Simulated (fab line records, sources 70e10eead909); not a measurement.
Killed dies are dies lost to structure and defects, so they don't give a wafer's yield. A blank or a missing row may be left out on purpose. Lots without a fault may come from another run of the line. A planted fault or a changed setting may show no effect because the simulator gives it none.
Chamber matching | flow nand_harc | NHARC_P_M0_PRE_CLEAN_31 on pecvd-04: 3 sister chambers
The step time 12 s. 3 wafers are shown with their chamber, then 8 later ones without.

WAFERS WITH THEIR CHAMBER
wafer  | chamber | heater_power_w (W)
L092.2 | 1       | 609
L092.3 | 0       | 596
L092.4 | 2       | 639

WAFERS WITHOUT THEIR CHAMBER
wafer  | heater_power_w (W)
L092.5 | 601
L092.6 | 609
L096.1 | 634
L096.2 | 583
L096.3 | 602
L096.4 | 601
L096.5 | 621
L096.6 | 611

WHICH CHAMBER EACH WENT THROUGH
wafer  | from the rows above          | in truth
L092.5 | can't be placed: 0 or 1      | 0
L092.6 | can't be placed: 1 or 0      | 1
L096.1 | 2                            | 2
L096.2 | can't be placed: 0 or 1      | 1
L096.3 | can't be placed: 0 or 1      | 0
L096.4 | can't be placed: 0 or 1      | 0
L096.5 | can't be placed: 1 or 2 or 0 | 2
L096.6 | can't be placed: 1 or 0      | 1
Placed correctly: 1 of 8. Can't be placed from these rows: 7 (the true chamber is among the candidates in 7). Placed wrongly: 0.
How it was worked out, from the rows above alone: a wafer's distance from a chamber is the root of the sum, over the readings, of the square of ((its reading less the chamber's mean) divided by the reading's scatter). The wafer belongs to the nearest chamber; if the next one is less than 2 further off, it can't be placed. A chamber's mean is the mean of its shown wafers. The scatter: with one shown wafer a chamber, the root of the mean of the squares of how far each hidden wafer lies from its nearest shown one.
